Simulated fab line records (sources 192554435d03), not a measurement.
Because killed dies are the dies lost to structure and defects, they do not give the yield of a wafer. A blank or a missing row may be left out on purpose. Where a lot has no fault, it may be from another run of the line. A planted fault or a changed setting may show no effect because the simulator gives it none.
Split-lot experiment	flow n5-finfet	route with 1938 steps; 7 lots, 39 wafers read

## THE SPLIT
At N5_BEOL_M13_ETCH_68 (etches SOC in N2/H2, time 355 s), the setting time-s was moved away from the recipe's 355 s on 15 of the 39 wafers read, by -59.4% to +16.6%. All remaining wafers had this setting at the recipe value.

The reading is taken at the split's own step.

## THE READING
SiARC_of_BEOL_M13_COAT_66.thk-nm (the simulator's own value, which no gauge read), in nm, at N5_BEOL_M13_ETCH_68 (etches SOC in N2/H2, time 355 s). No usual value for it is given in the file. The 24 wafers here that ran the recipe average 76.7 nm, standard deviation 0.79 nm.

wafer	tool, chamber at the split	time-s as run, s	against the recipe	SiARC_of_BEOL_M13_COAT_66.thk-nm, nm	against lot-mates on the recipe
L076.1	rie-diel-01, 1	355	recipe	77	-
L076.2	rie-diel-01, 0,2,3	355	recipe	77.6	-
L076.4	rie-diel-01, 0,2,3	355	recipe	77.6	-
L076.6	rie-diel-01, 0,2,3	355	recipe	77.6	-
L076.3	rie-diel-01, 3	355	recipe	77.2	-
L076.5	rie-diel-01, 2	355	recipe	78	-
L078.1	rie-diel-01, 2	414	+16.6%	71.8	-5.3
L078.2	rie-diel-01, 1	414	+16.6%	70.4	-6.7
L078.3	rie-diel-01, 3	355	recipe	76.8	-
L078.4	rie-diel-01, 0	355	recipe	77.4	-
L078.5	rie-diel-01, 1	414	+16.6%	70.8	-6.3
L078.6	rie-diel-01, 0	355	recipe	77	-
L081.1	rie-diel-06, 2	287.7	-19.0%	82.2	+5.5
L081.2	rie-diel-06, 1	287.7	-19.0%	83	+6.3
L081.5	rie-diel-06, 1	287.7	-19.0%	83	+6.3
L081.3	rie-diel-06, 3	355	recipe	76.8	-
L081.4	rie-diel-06, 0	355	recipe	76.4	-
L081.6	rie-diel-06, 0	355	recipe	77	-
L084.1	rie-diel-06, 2	355	recipe	75.6	-
L084.2	rie-diel-06, 1	247.5	-30.3%	86.4	+10.1
L084.3	rie-diel-06, 3	355	recipe	76.8	-
L084.4	rie-diel-06, 0	355	recipe	76.6	-
L084.5	rie-diel-06, 2	247.5	-30.3%	85.8	+9.5
L084.6	rie-diel-06, 3	247.5	-30.3%	86.8	+10.5
L089.1	rie-diel-06, 1,3	144.3	-59.4%	96.4	+20.2
L089.3	rie-diel-06, 1,3	144.3	-59.4%	96.4	+20.2
L089.2	rie-diel-06, 0	355	recipe	76.6	-
L089.4	rie-diel-06, 2	355	recipe	75.8	-
L089.5	rie-diel-06, 1	355	recipe	76.2	-
L089.6	rie-diel-06, 0	144.3	-59.4%	96	+19.8
L091.1	rie-diel-06, 3	355	recipe	76.8	-
L091.2	rie-diel-06, 0	182	-48.7%	93.2	+16.3
L091.3	rie-diel-06, 1,0	355	recipe	77	-
L091.5	rie-diel-06, 1,0	355	recipe	77	-
L091.4	rie-diel-06, 2	182	-48.7%	93	+16.1
L091.6	rie-diel-06, 3	182	-48.7%	93.4	+16.5
L092.1	rie-diel-06, 2	355	recipe	75.2	-
L092.2	rie-diel-06, 3	355	recipe	76	-
L092.6	rie-diel-06, 2	355	recipe	74.6	-
The file does not say which wafer passed through which chamber wherever a row lists several chambers: such a row stands for several wafers.

THE FIT
A straight line over all 39 wafers: SiARC_of_BEOL_M13_COAT_66.thk-nm changes by -0.332 nm for each +1% of time-s; r = -1.00; the points scatter about the line by 0.7 nm.
The same after taking each lot's own level away (the mean of its wafers on the recipe; 39 wafers): -0.337 nm for each +1%; r = -1.00; scatter 0.41 nm.
The reading moves by 20 nm for the largest change in time-s, on that fit.
Across the lots, their own levels run from 75.27 to 77.50 nm, a range of 2.8 times the standard deviation given above.
Hence the lot-to-lot level has little effect on the slope; both slopes agree.
Check: with one of the wafers moved furthest among these (-59.4%) left out of the fit, the line predicts +19.9 nm for it against its lot-mates. Against them it came out at +20.2 nm.

## THESE WAFERS: OTHER SPLITS
These wafers also went through other splits before the reading. Each is held against what the fit with the lots' levels taken away leaves over:
other split on the same wafers	wafers away from the commonest value	r with SiARC_of_BEOL_M13_COAT_66.thk-nm (lot level and that fit taken away)
N5_BEOL_M6_ILD_DEP_00 time-s	6	+0.08
N5_BEOL_M11_DESCUM_16 time-s	12	-0.04

## FILE'S OWN FIT
SiARC_of_BEOL_M13_COAT_66.thk-nm changes by -0.336 nm for each +1% of time-s, r = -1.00.
